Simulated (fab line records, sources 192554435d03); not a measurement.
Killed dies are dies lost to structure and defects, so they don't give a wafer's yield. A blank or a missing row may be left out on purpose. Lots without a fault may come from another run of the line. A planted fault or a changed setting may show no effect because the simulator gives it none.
A struck lot beside a sound one | flow n5_finfet | 39 steps out of a route of 1938
Sound: wafers L936.1, L936.4, L936.6. Struck: wafers L943.2, L943.4, L943.5. The cause comes at the end.
At each step with rows: each side's tool, then ch and its chambers, then its first start. Under that, the readings that differ: sound wafers | struck wafers | difference of the means | sigmas: that difference in standard deviations of wafers without a fault.
alike: readings whose means differ by less than 2 such deviations, and words and numbers that are the same on both sides. not compared: withheld readings, readings that some wafer has no value for, bounds like >300 that may hide the same value, and numbers for which the record gives no deviation and whose values overlap.
The two part at a step that has a row with sigmas, a row that says differs or no value, or rows on one side only. Numbers that don't overlap but have no deviation are shown without sigmas and don't part them. A reading that every wafer of one side lacks parts them only if that side has two wafers or more.

first, 9 steps without rows for these wafers: N5_BEOL_M4_ANNEAL_95 (time 240 s); N5_BEOL_M4_SPUTTER_96 (material Cu, target thk 4.5 nm, time 8.29 s); N5_BEOL_M4_ECD_50 (material Cu, target thk 300 nm); N5_BEOL_M4_ANNEAL_51 (time 90 s); N5_BEOL_M4_CMP_52 (polishes, stops on SiOC, t overpolish 6.8 s, target thk 40 nm); N5_BEOL_M4_PRE_CLEAN_60 (time 15 s); N5_BEOL_M4_CO_CAP_55 (material Co, precursor CCTBA/H2, target thk 2 nm, time 102.1 s); N5_BEOL_M4_PRE_CLEAN_56 (time 15 s); N5_BEOL_M4_DEP_57 (deposits SiCN from 3MS/NH3, target thk 8 nm, time 14 s).
N5_BEOL_M4_RC_MEAS_101:
  sound on prober-02 ch 0, day 11 06:02; struck on prober-01 ch 0, day 13 04:21
  alike: DIBL_N, DIBL_P, IOFF_N, IOFF_P, ION_N, ION_P, SS_N, SS_P, VT_N, VT_P
then, 24 steps without rows for these wafers: N5_BEOL_M5_ILD_DEP_00 (deposits SiCOH lowk from DEMS/porogen, target thk 140.64 nm, time 25.9 s); N5_BEOL_M5_CURE_79 (cures SiCOH lowk, time 240 s); N5_BEOL_M5_PECVD_70 (deposits SiO2 from TEOS/O2, target thk 16 nm, time 18 s); N5_BEOL_M5_HM_DEP_02 (deposits TiN, target thk 20 nm); N5_BEOL_M5_COAT_59 (time 60 s, resist thk 60 nm); N5_BEOL_M5_COAT_60 (time 60 s, resist thk 12 nm); N5_BEOL_M5_COAT_71 (time 60 s, resist thk 5 nm); N5_BEOL_M5_COAT_05 (resist thk 30 nm); N5_BEOL_M5_EBR_07; N5_BEOL_M5_SOFTBAKE_06 (time 60 s); N5_BEOL_M5_EXPOSE_08 (exposes mask M5, target cd 28 nm); N5_BEOL_M5_PEB_09 (peb time 60 s); N5_BEOL_M5_DEVELOP_10 (develop time 30 s); N5_BEOL_M5_DESCUM_16 (chemistry O2, time 7 s); N5_BEOL_M5_ETCH_72 (etches underlayer in N2/H2, target depth 6.5 nm, time 5.2 s); N5_BEOL_M5_ETCH_61 (etches SiARC in CF4, target depth 15.6 nm, time 26 s); N5_BEOL_M5_ETCH_62 (etches SOC in N2/H2, target depth 75 nm, overetch 15 nm, time 112.5 s); N5_BEOL_M5_STRIP_63 (strips in N2/H2); N5_BEOL_M5_STRIP_73 (strips in N2/H2); N5_BEOL_M5_STRIP_64 (strips in CF4); N5_BEOL_M5_HM_OPEN_17 (chemistry Cl2/BCl3, target TiN, target depth 20 nm, overetch 6 nm); N5_BEOL_M5_STRIP_19 (strips in O2); N5_BEOL_M5_COAT_65 (time 60 s, resist thk 60 nm); N5_BEOL_M5_COAT_66 (time 60 s, resist thk 12 nm).
N5_BEOL_M8_CMP_52: polishes, stops on SiCOH lowk, t overpolish 6.9 s, target thk 80 nm.
  sound on cmp-03 ch 1,2, day 12 18:02; struck on cmp-04 ch 1,3, day 14 14:27
  no value came back on the struck wafers for any of 7 readings (barrier_field_endpoint_s (s), clearing_platen_down_force_psi (psi) and others); on the sound wafers barrier_field_endpoint_s (s) reads 29.8 29.5 29.7
  reading                                    | sound        | struck          | difference | sigmas
  model.Cu_of_BEOL_M8_ECD_50.thk_nm (nm)     | 81.4 82 80.8 | 301.2 301.6 299 | +219.2     |
  model.SiO2_of_BEOL_M8_PECVD_70.thk_nm (nm) | 0 0 0        | 20 19.8 20.2    | +20        |
N5_BEOL_M8_THK_MEAS_53: measures by xrf.
  sound on film_metro-02, day 12 18:20; struck on film_metro-02, day 14 14:44
  reading     | sound          | struck            | difference | sigmas
  M8_THK (nm) | 80.2 80.4 79.5 | 296.8 298.4 293.1 | +216.1     | +99 or more
N5_BEOL_M8_RS_MEAS_57: measures by four-point-probe.
  sound on film_metro-01, day 12 18:28; struck on film_metro-01, day 14 14:52
  reading        | sound             | struck            | difference | sigmas
  M8_RS (ohm/sq) | 0.280 0.278 0.283 | 0.064 0.064 0.065 | -0.216     | -26
N5_BEOL_M8_INSPECT_58: inspects for defects (darkfield).
  sound on defect_inspect-02, day 12 18:29; struck on defect_inspect-01, day 14 14:54
  reading          | sound    | struck         | difference | sigmas
  raw_defect_count | 44 76 93 | 1176 1234 1180 | +1126      | +54
-- the record jumps here: 2 days lie between the struck wafers' starts before and after (it left off in module BEOL_M8 and takes up again in module PASSIVATION, whose first step shown is number 1936 of the route) --
N5_PASSIVATION_PROBE_49:
  the record has rows for the struck wafers here (prober-02, day 17 01:48) and none for the sound ones

WHERE THEY PART
First at N5_BEOL_M8_CMP_52; last, within this record, at N5_PASSIVATION_PROBE_49.

WHY: what the simulator had put in
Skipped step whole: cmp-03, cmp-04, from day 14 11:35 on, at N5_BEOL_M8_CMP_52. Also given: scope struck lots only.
